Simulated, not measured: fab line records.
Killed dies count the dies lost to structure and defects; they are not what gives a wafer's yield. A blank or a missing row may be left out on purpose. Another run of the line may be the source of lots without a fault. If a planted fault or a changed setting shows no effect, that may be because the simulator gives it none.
fab line records	flow n5_finfet
[record] lots = 6	wafers = 18	last_day = 17
route steps=1938 shown MIM_BOT_ETCH@1868 PASS1_CAP@1873 TV_LITHO@1875 TV_OPEN@1887 PASSIVATION@1936
lots with no fault: from the same line, run without faults
start_h: hours from the record's opening day to when the first of the lot's shown wafers began	wait_h: hours from the lot's prior step to this one	" identical to the entry in the row above	L1.1+2: a row that stands for several wafers	- either no value or no given start	* or withheld: withheld	< > ~ a bound
route shown NAME@n: a module of which the file shows steps, and the number in the route of the first	usual: mean and standard deviation over wafers with no fault	same: alike in all rows	chamber/n: place in a boat	sites: each site's reading	_std_site: the values' standard deviation	_edge_site: the outer-site mean with the inner-site mean subtracted	radius_mm: for every site, how far away it sits from the centre of the wafer	mask NAME#n: copy n	behind: tool/chamber where the wafer was last shaped	hold: why the lot was held/for how many hours/how that ended	device: the transistor (n, p or np) that didn't switch	end of line: the same wafers' tests at the end of the route	where a step has no rows: the recipe by itself	killed: not the wafer's yield, but the dies lost to structure and defects at the first sort	map: per-die view of a wafer (x killed, . not killed, _ where there is no die)
set.NAME: the run value of the setting; set.NAME@STEP: its run value at that earlier step	model.NAME: the simulator's own value behind a step, which no gauge read
certain route steps with their lots: each step a table, each wafer a row
services: from which hour (start_h, from the record's first day; less than 0 if before it) a tool's chamber was out of use, for how many hours, and why
[[steps]]
[step N5_MIM_BOT_ETCH_ETCH_00]
[recipe] chemistry = Cl2/BCl3	target = TiN	target_depth_a = 455	ion_energy_ev = 150	pressure_mtorr = 10	icp_w = 1000	bias_w = 126	Cl2_flow_sccm = 53.25	bcl3_flow_sccm = 21.75	Ar_flow_sccm = 25
[usual] drypump_motor_current_A = 5.99/0.24	oes_product_au = 0.79/0.11	rf_fwd_power_W = 995/3.1	throttle_valve_pct = 22.03/0.13
lot.wafer	tool	chamber	start_h	wait_h	drypump_motor_current_A	oes_product_au	rf_fwd_power_W	rf_hours_counter_h	throttle_valve_pct
L208.2	rie_metal-03	0	255.28	0.1	5.78	0.98	994	1	22.14
L208.4	"	0	"	"	5.78	0.98	992	-	22.14
L208.5	"	0	"	"	5.79	0.97	996	-	22.15
L209.2	rie_metal-03	1	256.30	0.1	6.11	0.83	994	31	21.80
L209.3	"	1	"	"	6.14	0.83	1000	-	21.81
L209.6	"	0	"	"	5.77	0.98	992	-	22.14
L213.2	rie_metal-01	1	292.57	0.1	5.73	0.62	990	107	21.99
L213.3	"	0	"	"	6.38	0.74	998	-	22.06
L213.4	"	1	"	"	5.72	0.62	994	-	21.97
L218.4	rie_metal-01	0	326.75	0.1	6.43	0.74	989	-	22.03
L218.5	"	1	"	"	5.74	0.61	997	-	21.99
L218.6	"	0	"	"	6.43	0.74	993	-	22.05
L226.2	rie_metal-02	1	358.80	0.1	5.82	0.69	998	73	22.05
L226.3	"	0	"	"	6.10	0.89	996	-	22.17
L226.5	"	0	"	"	6.11	0.90	998	-	22.15
L227.1	rie_metal-02	0	394.41	0.1	6.11	0.89	998	15	22.17
L227.2	"	1	"	"	5.82	0.69	996	76	22.04
L227.5	"	0	"	"	6.10	0.89	995	-	22.15
[step N5_MIM_BOT_ETCH_STRIP_01]
[recipe] chemistry = O2	power_w = 600	temp_c = 60	pressure_mtorr = 30	rf_frequency_hz = 6e+07	bias_power_w = 0	overash_fraction = 0.5	o2_flow_sccm = 225
[usual] drypump_motor_current_A = 5.6/0.54	oes_product_au = 0.82/0.069	rf_vpp_V = 3.6/1.4	showerhead_plenum_p_Torr = 2.10/0.06	throttle_valve_pct = 16.58/0.17
lot.wafer	tool	chamber	start_h	wait_h	drypump_motor_current_A	oes_product_au	rf_hours_counter_h	rf_vpp_V	showerhead_plenum_p_Torr	throttle_valve_pct
L208.2	rie_diel-02	1	255.43	0.1	6.7	0.88	43	2.5	2.05	16.53
L208.4	"	2	"	"	4.9	0.78	123	4.7	2.10	16.83
L208.5	"	3	"	"	5.9	0.86	-	3.8	2.21	16.46
L209.2	rie_diel-06	2	256.44	0.1	6.1	0.82	77	4.1	2.04	16.66
L209.3	"	1	"	"	5.3	0.84	41	1.7	2.14	16.67
L209.6	"	0	"	"	5.8	0.69	-	5.7	2.06	16.67
L213.2	rie_diel-02	1	292.71	0.1	6.7	0.89	56	5.9	2.05	16.54
L213.3	"	0	"	"	5.0	0.88	31	4.1	2.23	16.56
L213.4	"	3	"	"	5.9	0.85	74	3.0	2.21	16.46
L218.4	rie_diel-04	2	326.90	0.1	5.2	0.83	-	3.0	2.10	16.42
L218.5	"	3	"	"	5.5	0.73	-	3.3	2.09	16.76
L218.6	"	0	"	"	6.2	0.79	-	4.1	2.11	16.31
L226.2	rie_diel-02	0	359.11	0.3	5.0	0.86	53	4.8	2.22	16.57
L226.3	"	2	"	"	5.0	0.74	158	2.8	2.09	16.86
L226.5	"	0	"	"	5.0	0.84	-	3.9	2.22	16.58
L227.1	rie_diel-02	1	394.59	0.1	6.7	0.84	93	4.4	2.03	16.60
L227.2	"	2	"	"	4.9	0.74	170	2.3	2.08	16.90
L227.5	"	1	"	"	6.7	0.85	-	1.5	2.03	16.58
[step N5_MIM_BOT_ETCH_STRIP_02]
[recipe] chemistry = post_etch_residue_remover	time_s = 1200	temp_c = 72.5
[step N5_MIM_BOT_ETCH_CLEAN_05]
[recipe] chemistry = IPA	time_s = 180	temp_c = 25
[step N5_MIM_BOT_ETCH_SRD_06]
[recipe] dry = ipa_marangoni	time_s = 30	temp_c = 23	rinse_liquid = diw
[step N5_PASSIVATION_PECVD_55]
[recipe] material = SiO2	target_thk_a = 4000	temp_c = 400	precursor = SiH4/N2O	pressure_torr = 2.7	rf_w = 608	time_s = 22.5
[usual] heater_power_w = 729/95	rf_fwd_power_W = 601.2/2	showerhead_plenum_p_Torr = 8.16/0.085	throttle_valve_pct = 50.8/2
lot.wafer	tool	chamber	start_h	wait_h	heater_power_w	rf_fwd_power_W	showerhead_plenum_p_Torr	since_wet_clean_h	throttle_valve_pct
L208.2	pecvd-01	1	255.93	0.0	806	600.7	8.10	1685	51.2
L208.4	"	1	"	"	796	597.3	8.12	-	51.7
L208.5	"	2	"	"	729	603.7	8.15	-	47.6
L209.2	pecvd-01	0	256.94	0.0	711	603.6	8.15	961	51.5
L209.3	"	1	"	"	750	597.3	8.12	1686	51.3
L209.6	"	2	"	"	749	601.3	8.15	-	47.6
L213.2	pecvd-01	2	293.21	0.0	782	603.1	8.15	215	47.7
L213.3	"	1	"	"	656	601.7	8.10	1722	51.3
L213.4	"	0	"	"	809	605.4	8.17	-	51.1
L218.4	pecvd-01	1	327.43	0.0	788	601.1	8.07	-	51.3
L218.5	"	2	"	"	684	600.8	8.13	-	48.1
L218.6	"	0	"	"	769	604.2	8.18	-	51.5
L226.2	pecvd-04	0	359.62	0.0	964	600.5	8.25	882	51.8
L226.3	"	1	"	"	648	600.8	8.07	1607	52.6
L226.5	"	1	"	"	650	601.9	8.09	-	52.9
L227.1	pecvd-04	0	395.09	0.0	1006	601.8	8.21	918	52.2
L227.2	"	1	"	"	658	598.8	8.06	1643	52.7
L227.5	"	2	"	"	679	599.8	8.16	-	47.2
[step N5_PASSIVATION_PECVD_01]
[recipe] material = SiNx	target_thk_a = 2000	temp_c = 400	precursor = SiH4/NH3/N2	pressure_torr = 4.9	rf_w = 1406	time_s = 43.2
[usual] heater_power_w = 457/93	rf_fwd_power_W = 1395/4.5	showerhead_plenum_p_Torr = 8.67/0.059	throttle_valve_pct = 28.8/1.1
lot.wafer	tool	chamber	start_h	wait_h	heater_power_w	rf_fwd_power_W	showerhead_plenum_p_Torr	since_wet_clean_h	throttle_valve_pct
L208.2	pecvd-01	1	255.97	0.0	462	1393	8.66	1685	29.2
L208.4	"	1	"	"	480	1389	8.61	-	29.1
L208.5	"	2	"	"	491	1396	8.66	-	27.0
L209.2	pecvd-01	0	256.98	0.0	378	1393	8.67	961	29.0
L209.3	"	1	"	"	529	1398	8.63	1686	29.1
L209.6	"	2	"	"	495	1397	8.66	-	26.8
L213.2	pecvd-01	2	293.25	0.0	423	1399	8.65	215	27.3
L213.3	"	1	"	"	518	1393	8.64	1722	29.0
L213.4	"	0	"	"	456	1400	8.67	-	29.1
L218.4	pecvd-01	1	327.48	0.0	520	1392	8.62	-	28.9
L218.5	"	2	"	"	463	1394	8.66	-	27.1
L218.6	"	0	"	"	530	1397	8.68	-	29.1
L226.2	pecvd-04	0	359.65	0.0	654	1397	8.71	882	29.4
L226.3	"	1	"	"	402	1390	8.60	1607	29.8
L226.5	"	1	"	"	404	1403	8.59	-	29.4
L227.1	pecvd-04	0	395.12	0.0	723	1393	8.74	918	29.6
L227.2	"	1	"	"	399	1396	8.59	1643	29.7
L227.5	"	2	"	"	494	1397	8.67	-	26.7
[step N5_PASSIVATION_HMDS_03]
[recipe] time_s = 60	temp_c = 120
[step N5_PASSIVATION_COAT_04]
[recipe] spin_rpm = *	resist_thk_nm = *
[step N5_PASSIVATION_EBR_06]
[recipe] solvent = PGMEA	ebr_width_mm = 1.5
[step N5_PASSIVATION_SOFTBAKE_05]
[recipe] temp_c = 100	time_s = 90
[step N5_PASSIVATION_EXPOSE_07]
[recipe] mask_id = TV	na = 0.55	source_shape = conventional	sigma_outer = 0.8	polarization = unpolarized	defocus_nm = 0	target_cd_nm = 3000	dose_mj = 22.75
[step N5_PASSIVATION_PEB_08]
[recipe] peb_temp_c = withheld	peb_time_s = *
lot.wafer	tool	chamber	start_h	wait_h
L208.2+4+5	litho_track-02	0	256.42	0.0
L209.2+3+6	litho_track-01	0	257.44	0.0
L213.2+3+4	litho_track-02	0	293.56	0.0
L218.4+5+6	litho_track-02	0	327.76	0.0
L226.2+3+5	litho_track-01	0	361.89	0.0
L227.1+2+5	litho_track-01	0	395.55	0.1
[step N5_PASSIVATION_DEVELOP_09]
[recipe] develop_time_s = 60	rinse_liquid = diw	dry = air_spin	dev_temp_c = 21
[step N5_PASSIVATION_HARDBAKE_11]
[recipe] temp_c = 130	time_s = 120
[step N5_PASSIVATION_CD_MEAS_10]
[recipe] target_cd_nm = 3000	landing_energy_ev = 500	detector = se_inlens
[usual] cd_nm = 2999.9/1.7
lot.wafer	tool	chamber	start_h	wait_h	cd_nm
L208.2	cd_sem-03	0	256.54	-	3001.3
L208.4	"	0	"	"	3001.4
L208.5	"	0	"	"	2999.7
L209.2	cd_sem-01	0	257.56	-	3001.7
L209.3	"	0	"	"	3003.9
L209.6	"	0	"	"	3001.1
L213.2	cd_sem-01	0	293.68	-	2976.2
L213.3	"	0	"	"	2978.3
L213.4	"	0	"	"	2977.2
L218.4	cd_sem-03	0	327.88	-	2978.9
L218.5	"	0	"	"	2978.9
L218.6	"	0	"	"	2976.1
L226.2	cd_sem-02	0	362.02	-	3000.5
L226.3	"	0	"	"	2999.9
L226.5	"	0	"	"	3000.7
L227.1	cd_sem-03	0	395.67	-	2999.3
L227.2	"	0	"	"	2999.8
L227.5	"	0	"	"	3001.5
[step N5_PASSIVATION_OVL_MEAS_60]
[recipe] points_per_wafer = 44
[usual] TV_OVL = 5/5.2
lot.wafer	tool	chamber	start_h	wait_h	TV_OVL[nm]
L208.2	overlay-02	0	256.57	0.0	10
L208.4	"	0	"	"	4
L208.5	"	0	"	"	5
L209.2	overlay-02	0	257.60	0.0	0
L209.3	"	0	"	"	8
L209.6	"	0	"	"	10
L213.2	overlay-02	0	293.71	0.0	2
L213.3	"	0	"	"	-8
L213.4	"	0	"	"	-5
L218.4	overlay-02	0	327.92	0.0	2
L218.5	"	0	"	"	3
L218.6	"	0	"	"	1
L226.2	overlay-01	0	362.05	0.0	7
L226.3	"	0	"	"	8
L226.5	"	0	"	"	7
L227.1	overlay-02	0	395.70	0.0	5
L227.2	"	0	"	"	8
L227.5	"	0	"	"	6
[step N5_PASSIVATION_INSPECT_61]
[recipe] mode = adi	inspect_instrument = macro
[usual] raw_defect_count = 1.9/1.3
lot.wafer	tool	chamber	start_h	wait_h	raw_defect_count
L208.2	defect_inspect-01	-	256.59	0.0	4
L208.4	"	-	"	"	1
L208.5	"	-	"	"	0
L209.2	defect_inspect-02	-	257.62	0.0	4
L209.3	"	-	"	"	1
L209.6	"	-	"	"	2
L213.2	defect_inspect-01	-	293.73	0.0	2
L213.3	"	-	"	"	1
L213.4	"	-	"	"	1
L218.4	defect_inspect-01	-	327.95	0.0	2
L218.5	"	-	"	"	1
L218.6	"	-	"	"	1
L226.2	defect_inspect-01	-	362.07	0.0	1
L226.3	"	-	"	"	2
L226.5	"	-	"	"	1
L227.1	defect_inspect-01	-	395.72	0.0	1
L227.2	"	-	"	"	1
L227.5	"	-	"	"	1
[step N5_PASSIVATION_DESCUM_12]
[recipe] chemistry = O2	time_s = 7.9	source_power_w = 50	bias_power_w = 20	pressure_mtorr = 20	rf_frequency_hz = 2.712e+07	temp_c = 40	o2_flow_sccm = 225
[usual] drypump_motor_current_A = 5.7/0.4	oes_product_au = 0.80/0.078	rf_fwd_power_W = 49.69/0.19	rf_vpp_V = 243.1/1.1	showerhead_plenum_p_Torr = 2.09/0.042	throttle_valve_pct = 20.40/0.29
lot.wafer	tool	chamber	start_h	wait_h	drypump_motor_current_A	oes_product_au	rf_fwd_power_W	rf_hours_counter_h	rf_vpp_V	showerhead_plenum_p_Torr	throttle_valve_pct	model.TV_LITHO.cd_nm
L208.2	rie_diel-01	1	256.86	0.3	5.7	0.82	49.64	100	244.9	2.12	20.44	3001
L208.4	"	3	"	"	5.1	0.93	49.66	19	243.2	2.13	20.09	3002
L208.5	"	3	"	"	5.1	0.94	50.11	-	244.0	2.13	20.10	2999
L209.2	rie_diel-01	0	257.72	0.1	5.6	0.73	49.55	160	242.6	2.10	20.48	3002
L209.3	"	1	"	"	5.8	0.82	49.64	101	242.1	2.12	20.44	3004
L209.6	"	3	"	"	5.2	0.93	49.92	-	244.9	2.13	20.08	3001
L213.2	rie_diel-03	2	294.24	0.5	5.5	0.72	49.59	171	242.5	2.08	20.38	2976
L213.3	"	1	"	"	6.1	0.72	49.56	194	244.5	2.17	20.46	2979
L213.4	"	3	"	"	6.2	0.84	49.72	77	244.0	2.13	20.37	2977
L218.4	rie_diel-03	2	327.98	0.0	5.4	0.70	49.59	184	242.2	2.08	20.39	2979
L218.5	"	3	"	"	6.2	0.82	49.72	-	242.6	2.12	20.40	2979
L218.6	"	0	"	"	6.2	0.74	49.76	-	242.0	2.00	20.20	2976
L226.2	rie_diel-03	2	362.24	0.2	5.5	0.70	49.94	195	241.5	2.07	20.43	3000
L226.3	"	3	"	"	6.2	0.81	49.64	100	243.8	2.12	20.41	3000
L226.5	"	2	"	"	5.5	0.70	49.61	-	242.1	2.07	20.42	3001
L227.1	rie_diel-05	2	395.76	0.0	5.0	0.83	49.95	80	243.9	2.12	19.92	2999
L227.2	"	1	"	"	6.2	0.75	49.57	152	243.3	2.10	20.85	3000
L227.5	"	0	"	"	5.7	0.90	49.59	-	242.9	2.06	20.49	3002
[step N5_PASSIVATION_PASS_ETCH_74]
[recipe] chemistry = CF4/O2	target = SiNx	target_depth_a = 2200	time_s = 110	ion_energy_ev = 100	pressure_mtorr = 40	source_w = 535	bias_w = 49	Ar_flow_sccm = 100	cf4_flow_sccm = 100	O2_flow_sccm = 10
[usual] drypump_motor_current_A = 5.7/0.41	oes_o_777_au = 0.80/0.078	oes_product_au = 0.80/0.079	rf_fwd_power_W = 532.6/1.9	rf_vpp_V = 239.7/2.7	showerhead_plenum_p_Torr = 2.20/0.042	throttle_valve_pct = 15.95/0.28
lot.wafer	tool	chamber	start_h	wait_h	drypump_motor_current_A	oes_o_777_au	oes_product_au	rf_fwd_power_W	rf_hours_counter_h	rf_vpp_V	showerhead_plenum_p_Torr	throttle_valve_pct
L208.2	rie_diel-01	1	256.93	0.0	5.7	0.82	0.81	531.1	100	246.0	2.23	15.96
L208.4	"	3	"	"	5.1	0.93	0.94	530.8	19	240.0	2.25	15.66
L208.5	"	3	"	"	5.1	0.93	0.94	529.4	-	241.2	2.25	15.65
L209.2	rie_diel-01	0	257.79	0.0	5.6	0.76	0.75	528.2	160	239.1	2.20	16.00
L209.3	"	1	"	"	5.7	0.82	0.81	531.4	101	245.7	2.23	15.94
L209.6	"	3	"	"	5.1	0.93	0.95	534.4	-	240.0	2.25	15.66
L213.2	rie_diel-03	2	294.31	0.0	5.4	0.71	0.73	533.8	171	240.4	2.20	16.00
L213.3	"	1	"	"	6.1	0.72	0.72	530.2	194	242.7	2.28	16.04
L213.4	"	3	"	"	6.2	0.85	0.84	534.1	77	239.3	2.23	15.82
L218.4	rie_diel-03	2	328.05	0.0	5.4	0.71	0.72	531.8	184	240.1	2.20	16.03
L218.5	"	3	"	"	6.2	0.84	0.82	534.6	-	238.3	2.22	15.85
L218.6	"	0	"	"	6.2	0.74	0.74	535.3	-	239.0	2.11	15.85
L226.2	rie_diel-03	2	362.30	0.0	5.4	0.70	0.70	532.5	195	240.3	2.19	16.05
L226.3	"	3	"	"	6.2	0.83	0.81	534.8	100	238.5	2.22	15.88
L226.5	"	2	"	"	5.5	0.71	0.71	531.4	-	239.8	2.19	16.05
L227.1	rie_diel-05	2	395.82	0.0	5.0	0.83	0.83	535.6	80	235.3	2.23	15.50
L227.2	"	1	"	"	6.2	0.76	0.75	532.7	152	239.7	2.21	16.35
L227.5	"	0	"	"	5.7	0.92	0.89	533.5	-	236.1	2.16	15.97
[step N5_PASSIVATION_PROBE_49]
[usual] defect_limited_yield = 91.3/1.3	killed_at_M0_to_M3 = 33/8.9	killed_at_M4_up = 15/5.4	killed_at_contacts = 13/5.8	killed_at_front_end = 39/9.9	killed_at_other = 3.2/2.9	killed_dies = 102/15	killed_open = 68/12	killed_short = 34/7.6	sort_bin_5_function = 5.1/0.89	sort_bin_6_memory = 3.2/0.63	sort_n_pass = 1078/15	sort_yield_pct = 91.3/1.3
[same] gross_dies = 1180	killed_at_back_side = 0	sort_bin_4_leakage[%] = 0	sort_bin_8_speed[%] = 0
lot.wafer	tool	chamber	start_h	wait_h	defect_limited_yield[%]	killed_at_M0_to_M3	killed_at_M4_up	killed_at_contacts	killed_at_front_end	killed_at_other	killed_dies	killed_open	killed_short	sort_bin_5_function[%]	sort_bin_6_memory[%]	sort_n_pass	sort_yield_pct[%]
L227.1	prober-01	-	402.48	0.0	90.7	42	13	18	27	10	110	73	37	5.5	3.6	1070	90.7
L227.2	prober-01	-	402.53	0.1	91.9	18	15	25	35	2	95	82	12	4.9	3.0	1085	91.9
L227.5	prober-01	-	402.68	0.2	92.2	23	8	20	38	3	92	64	28	4.7	3.0	1088	92.2
// killed by level:class
L227.1 MOL_CONTACT_COAG:geometric_particle:open=17 BEOL_M0_SAQP:geometric_particle:short=13 BEOL_M2:geometric_particle:open=10 STARTING-WAFER:geometric_particle:open=7 BEOL_M0_SAQP:geometric_particle:open=6 MIM_TOP_ETCH:geometric_particle:open=6 BEOL_M3:geometric_particle:open=6 GATE_CUT:geometric_particle:short=4
L227.2 MOL_CONTACT_COAG:geometric_particle:open=20 FIN_SAQP:geometric_particle:open=14 STI_FIN_REVEAL:geometric_particle:open=11 BEOL_M4:geometric_particle:open=9 BEOL_M2:geometric_particle:open=8 MOL_CONTACT_COAG:geometric_particle:short=5 DUMMY_GATE:geometric_particle:open=3 BEOL_M1:geometric_particle:open=3
L227.5 MOL_CONTACT_COAG:geometric_particle:open=15 FIN_SAQP:geometric_particle:open=9 BEOL_M3:geometric_particle:open=8 BEOL_M4:geometric_particle:open=6 FIN_SAQP:geometric_particle:short=5 STI_FIN_REVEAL:geometric_particle:open=5 MOL_CONTACT_COAG:geometric_particle:short=5 GATE_CUT:geometric_particle:short=4
[[services]]
tool	chamber	start_h	hours	kind
rie_diel-01	-	232.90	2.8	pm
rie_diel-03	2	248.66	32.5	repair
rie_diel-05	-	255.94	4.4	repair
rie_diel-03	3	261.12	1.6	repair
rie_diel-05	0	261.54	-	clean
rie_diel-05	0	261.54	-	consumable_replace:focus_ring
rie_diel-05	0	261.54	20.1	scheduled_down
rie_diel-05	0	261.54	20.1	vent_cycle
rie_diel-05	-	265.35	34.4	repair
pecvd-01	1	274.01	5.5	scheduled_down
rie_diel-04	1	283.96	9.8	repair
rie_metal-02	-	290.93	2.8	pm
rie_diel-04	2	306.92	9.3	repair
pecvd-01	-	330.40	2.8	pm
rie_diel-03	1	349.49	7.0	repair
rie_diel-05	3	353.07	7.0	repair
rie_metal-01	1	356.72	-	clean
rie_metal-01	1	356.72	34.2	scheduled_down
rie_diel-02	0	360.62	1.7	repair
rie_diel-04	-	370.58	2.8	pm
pecvd-01	-	374.46	1.6	repair
rie_diel-02	3	381.32	10.0	repair
rie_diel-04	3	392.98	7.8	repair
pecvd-04	-	395.56	0.6	repair
[[key]]
[first_sign] step = N5_PASSIVATION_CD_MEAS_10	reading = cd_nm	direction = down	sigmas = 13	usual = 2999.9	struck = 2977.6
effect none on later readings
[model_effect] step = N5_PASSIVATION_DESCUM_12	value = TV_LITHO.cd_nm	without = 2998	struck = 2978
met_at N5_PASSIVATION_PEB_08
struck_wafers L213.2,L213.3,L213.4,L218.4,L218.5,L218.6
onset_between 256.42 293.56
also_fits N5_MIM_BOT_ETCH_ETCH_00:rie_metal-01,N5_PASSIVATION_PECVD_55:pecvd-01,N5_PASSIVATION_PECVD_01:pecvd-01
[fault] kind = process_parameter_drift	tool = litho_track-02	chamber = -	onset_h = 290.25	steps = N5_PASSIVATION_PEB_08	channel = peb_time_s	offset = *	shape = step	end_h = 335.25	acts_in = *	stated = *
